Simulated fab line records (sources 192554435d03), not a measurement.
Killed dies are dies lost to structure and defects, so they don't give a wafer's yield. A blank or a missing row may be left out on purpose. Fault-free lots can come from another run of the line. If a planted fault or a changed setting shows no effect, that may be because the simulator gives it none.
Split-lot study || flow n5-finfet || route with 1938 steps; 7 lots, 21 wafers read

== ABOUT THE SPLIT ==
At N5_BEOL_M11_TRENCH_ETCH_37 (etches SiCOH lowk in C4F6/O2, target depth 148.83 nm, time 48 s), the setting time-s was moved away from the recipe's 48 s on 6 of the 21 wafers read, by -15.2% to +22.1%. For the rest of the wafers, this setting stayed at what the recipe calls for.

== FROM THE SPLIT TO THE READING: what the file shows between them, 2 steps ==
- N5_BEOL_M11_ETCH_41: etches SiCN in CH3F/O2, target depth 42.6 nm, time 86 s
- N5_BEOL_M11_STRIP_77: strips in N2/H2, time 10 s

== THE READING ==
trench-depth-nm, in nm, at N5_BEOL_M11_OCD_MEAS_38. A value of 148.5 nm with a standard deviation of 2.2 nm is what fault-free wafers of this fab line usually give.

{"wafer": "L083.1", "tool, chamber at the split": "rie-diel-03, 2", "time-s as run, s": 48, "against the recipe": "recipe", "trench-depth-nm, nm": 147.8, "against lot-mates on the recipe": "-"}
{"wafer": "L083.3", "tool, chamber at the split": "rie-diel-03, 3", "time-s as run, s": 48, "against the recipe": "recipe", "trench-depth-nm, nm": 148.6, "against lot-mates on the recipe": "-"}
{"wafer": "L083.6", "tool, chamber at the split": "rie-diel-03, 3", "time-s as run, s": 48, "against the recipe": "recipe", "trench-depth-nm, nm": 149.8, "against lot-mates on the recipe": "-"}
{"wafer": "L086.2", "tool, chamber at the split": "rie-diel-06, 2", "time-s as run, s": 48, "against the recipe": "recipe", "trench-depth-nm, nm": 145.0, "against lot-mates on the recipe": "-"}
{"wafer": "L086.4", "tool, chamber at the split": "rie-diel-06, 3", "time-s as run, s": 58.62, "against the recipe": "+22.1%", "trench-depth-nm, nm": 179.6, "against lot-mates on the recipe": "+31.9"}
{"wafer": "L086.6", "tool, chamber at the split": "rie-diel-06, 1", "time-s as run, s": 48, "against the recipe": "recipe", "trench-depth-nm, nm": 150.3, "against lot-mates on the recipe": "-"}
{"wafer": "L085.1", "tool, chamber at the split": "rie-diel-06, 1", "time-s as run, s": 57.17, "against the recipe": "+19.1%", "trench-depth-nm, nm": 179.5, "against lot-mates on the recipe": "+30.2"}
{"wafer": "L085.5", "tool, chamber at the split": "rie-diel-06, 3", "time-s as run, s": 48, "against the recipe": "recipe", "trench-depth-nm, nm": 148.2, "against lot-mates on the recipe": "-"}
{"wafer": "L085.6", "tool, chamber at the split": "rie-diel-06, 0", "time-s as run, s": 48, "against the recipe": "recipe", "trench-depth-nm, nm": 150.3, "against lot-mates on the recipe": "-"}
{"wafer": "L089.1", "tool, chamber at the split": "rie-diel-06, 3", "time-s as run, s": 48, "against the recipe": "recipe", "trench-depth-nm, nm": 149.4, "against lot-mates on the recipe": "-"}
{"wafer": "L089.3", "tool, chamber at the split": "rie-diel-06, 2", "time-s as run, s": 48, "against the recipe": "recipe", "trench-depth-nm, nm": 146.8, "against lot-mates on the recipe": "-"}
{"wafer": "L089.5", "tool, chamber at the split": "rie-diel-06, 3", "time-s as run, s": 48, "against the recipe": "recipe", "trench-depth-nm, nm": 149.0, "against lot-mates on the recipe": "-"}
{"wafer": "L093.1", "tool, chamber at the split": "rie-diel-03, 3", "time-s as run, s": 48, "against the recipe": "recipe", "trench-depth-nm, nm": 147.8, "against lot-mates on the recipe": "-"}
{"wafer": "L093.4", "tool, chamber at the split": "rie-diel-03, 2", "time-s as run, s": 48, "against the recipe": "recipe", "trench-depth-nm, nm": 144.7, "against lot-mates on the recipe": "-"}
{"wafer": "L093.6", "tool, chamber at the split": "rie-diel-03, 1", "time-s as run, s": 57.15, "against the recipe": "+19.1%", "trench-depth-nm, nm": 176.9, "against lot-mates on the recipe": "+30.7"}
{"wafer": "L096.1", "tool, chamber at the split": "rie-diel-06, 0", "time-s as run, s": 48, "against the recipe": "recipe", "trench-depth-nm, nm": 152.2, "against lot-mates on the recipe": "-"}
{"wafer": "L096.3", "tool, chamber at the split": "rie-diel-06, 1", "time-s as run, s": 48, "against the recipe": "recipe", "trench-depth-nm, nm": 153.4, "against lot-mates on the recipe": "-"}
{"wafer": "L096.5", "tool, chamber at the split": "rie-diel-06, 3", "time-s as run, s": 57.89, "against the recipe": "+20.6%", "trench-depth-nm, nm": 179.6, "against lot-mates on the recipe": "+26.8"}
{"wafer": "L079.1", "tool, chamber at the split": "rie-diel-06, 3", "time-s as run, s": 48, "against the recipe": "recipe", "trench-depth-nm, nm": 148.6, "against lot-mates on the recipe": "-"}
{"wafer": "L079.2", "tool, chamber at the split": "rie-diel-06, 2", "time-s as run, s": 40.7, "against the recipe": "-15.2%", "trench-depth-nm, nm": 125.4, "against lot-mates on the recipe": -23.2}
{"wafer": "L079.3", "tool, chamber at the split": "rie-diel-06, 0", "time-s as run, s": 40.7, "against the recipe": "-15.2%", "trench-depth-nm, nm": 129.9, "against lot-mates on the recipe": -18.7}

FIT RESULTS
A straight line over all 21 wafers: trench-depth-nm changes by +1.46 nm for each +1% of time-s; r = +0.99; the points scatter about the line by 2.3 nm.
The same after taking each lot's own level away (the mean of its wafers on the recipe; 21 wafers): +1.45 nm for each +1%; r = +0.99; scatter 1.8 nm.
The reading moves by 32 nm for the largest change in time-s, on that fit.
The span of the lots' own levels, 146.25 to 152.80 nm, comes to 3.0 times the standard deviation stated above.
So the lot-to-lot level changes the slope little: the two slopes agree.
Check: for one of the wafers moved furthest among these (+22.1%), held out of the fit, the line's prediction against its lot-mates is +32.3 nm. Against them it came out at +31.9 nm.

== THESE WAFERS: OTHER SPLITS ==
These wafers also went through other splits before the reading. Each is held against what the fit with the lots' levels taken away leaves over:
{"other split on the same wafers": "N5_BEOL_M9_COAT_05 spin-rpm", "wafers away from the commonest value": 5, "r with trench-depth-nm (lot level and that fit taken away)": -0.47}
{"other split on the same wafers": "N5_BEOL_M9_TRENCH_ETCH_37 source-w", "wafers away from the commonest value": 4, "r with trench-depth-nm (lot level and that fit taken away)": -0.09}
{"other split on the same wafers": "N5_BEOL_M10_DESCUM_16 time-s", "wafers away from the commonest value": 6, "r with trench-depth-nm (lot level and that fit taken away)": -0.10}
{"other split on the same wafers": "N5_BEOL_M10_COAT_63 spin-rpm", "wafers away from the commonest value": 8, "r with trench-depth-nm (lot level and that fit taken away)": "+0.02"}

== THE WHOLE CHAIN: every reading that the file lists as answering this split, in the file's order ==
{"step": "N5_BEOL_M11_TRENCH_ETCH_37", "what it does": "etches SiCOH lowk in C4F6/O2, target depth 148.83 nm, time 48 s", "reading": "BEOL_M11.feature-depth-nm (the simulator's own value, which no gauge read)", "change (the file's fit)": "+1.47 nm for each +1% of the setting", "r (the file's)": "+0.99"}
{"step": "N5_BEOL_M11_TRENCH_ETCH_37", "what it does": "etches SiCOH lowk in C4F6/O2, target depth 148.83 nm, time 48 s", "reading": "etch.depth-nm (the simulator's own value, which no gauge read)", "change (the file's fit)": "+1.47 nm for each +1% of the setting", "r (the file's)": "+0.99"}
{"step": "N5_BEOL_M11_TRENCH_ETCH_37", "what it does": "etches SiCOH lowk in C4F6/O2, target depth 148.83 nm, time 48 s", "reading": "TiN_of_BEOL_M11_HM_DEP_02.thk-nm (the simulator's own value, which no gauge read)", "change (the file's fit)": "-0.0411 nm for each +1% of the setting", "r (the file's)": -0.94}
{"step": "N5_BEOL_M11_OCD_MEAS_38", "what it does": "", "reading": "trench-depth-nm", "change (the file's fit)": "+1.46 nm for each +1% of the setting", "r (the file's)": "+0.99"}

== THE FILE'S OWN FIT ==
trench-depth-nm changes by +1.46 nm for each +1% of time-s, r = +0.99.
